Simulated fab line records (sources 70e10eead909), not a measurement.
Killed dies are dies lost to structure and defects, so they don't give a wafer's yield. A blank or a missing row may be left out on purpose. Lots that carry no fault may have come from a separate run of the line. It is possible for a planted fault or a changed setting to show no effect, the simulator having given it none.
Matching of chambers | flow nand harc | NHARC_A_BLC_STRIP_29 on rie diel-04 has 4 sister chambers
The step strips in CF4. 8 wafers are shown with their chamber, then 8 later ones without.

## WAFERS WITH THEIR CHAMBER
wafer  | chamber | drypump motor current A (A) | showerhead plenum p Torr (Torr)
L713.5 | 2       | 5.4                         | 1.80
L713.6 | 3       | 6.7                         | 1.69
L714.4 | 0       | 5.9                         | 1.70
L714.5 | 3       | 6.6                         | 1.68
L719.1 | 0       | 5.9                         | 1.70
L719.3 | 1       | 5.6                         | 1.68
L719.6 | 1       | 5.6                         | 1.68
L723.1 | 2       | 5.4                         | 1.80

## WAFERS WITH NO CHAMBER GIVEN
wafer  | drypump motor current A (A) | showerhead plenum p Torr (Torr)
L723.2 | 5.9                         | 1.70
L723.5 | 5.9                         | 1.70
L726.3 | 5.9                         | 1.69
L726.4 | 5.5                         | 1.68
L726.6 | 5.9                         | 1.70
L728.1 | 6.7                         | 1.68
L728.2 | 5.9                         | 1.70
L728.4 | 5.4                         | 1.80

## WHICH CHAMBER EACH WENT THROUGH
wafer  | from the rows above | in truth
L723.2 | 0                   | 0
L723.5 | 0                   | 0
L726.3 | 0                   | 0
L726.4 | 1                   | 1
L726.6 | 0                   | 0
L728.1 | 3                   | 3
L728.2 | 0                   | 0
L728.4 | 2                   | 2
Correct placement for 8 of the 8. Number that these rows cannot place: 0. Number placed wrongly: 0.
How it was worked out, from the rows above alone: a wafer's distance from a chamber is the root of the sum, over the readings, of the square of ((its reading less the chamber's mean) divided by the reading's scatter). If the next closest chamber is less than 2 further off than the closest, the wafer can't be placed; otherwise it belongs to the closest. A chamber's mean is the mean of its shown wafers. The scatter: the root of (the sum of the squares of (reading less its chamber's mean) over the shown wafers, divided by (wafers less chambers)).
